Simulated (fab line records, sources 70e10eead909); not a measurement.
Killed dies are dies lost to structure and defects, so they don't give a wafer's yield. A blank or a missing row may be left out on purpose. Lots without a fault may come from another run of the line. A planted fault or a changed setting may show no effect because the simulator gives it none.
Which tool did it? | flow nand_harc | 12 lots, 36 wafers sampled, at 1 step of a route of 1302

WHAT THE GAUGES READ, wafer by wafer
NHARC_P_STI_OCD_MEAS_43.
lot  | measured     | on     | trench_depth_nm (nm)
L075 | day 3 10:52  | ocd-02 | 295 307 294
L077 | day 4 02:13  | ocd-01 | 299 302 300
L079 | day 4 22:19  | ocd-02 | 310 305 300
L081 | day 5 20:10  | ocd-02 | 292 304 293
L083 | day 6 16:53  | ocd-01 | 295 302 299
L085 | day 7 12:08  | ocd-02 | 310 299 296
L087 | day 8 08:19  | ocd-02 | 297 308 306
L089 | day 9 03:45  | ocd-02 | 303 298 314
L091 | day 9 21:19  | ocd-02 | 314 292 295
L093 | day 10 18:16 | ocd-02 | 290 297 301
L095 | day 11 14:16 | ocd-02 | 300 302 297
L097 | day 12 09:47 | ocd-02 | 305 305 306

WHICH TOOL RAN EACH LOT (tool, then ch and the chambers of the sampled wafers, then the start)
The record holds no process step before these readings.

THE ANSWER, worked out from the rows above alone
Rule: what is usual is taken from the lots themselves. Put in order of their means at a reading, lots are off if they are a third of the lots or fewer, leave a main group of 4 or more, and stand apart from it by a gap of 3 or more times the standard deviation of the main group's means; of several such gaps the widest counts. A main group whose means are all the same, to the digits that the tables above print for the reading, isn't used. A lot without any number at a reading at which 4 lots or more have one is off too. The other lots that the step has rows for count as sound.
No lot is off at any reading shown: from this, nothing can be told.

WHAT THE SIMULATOR HAD PUT IN
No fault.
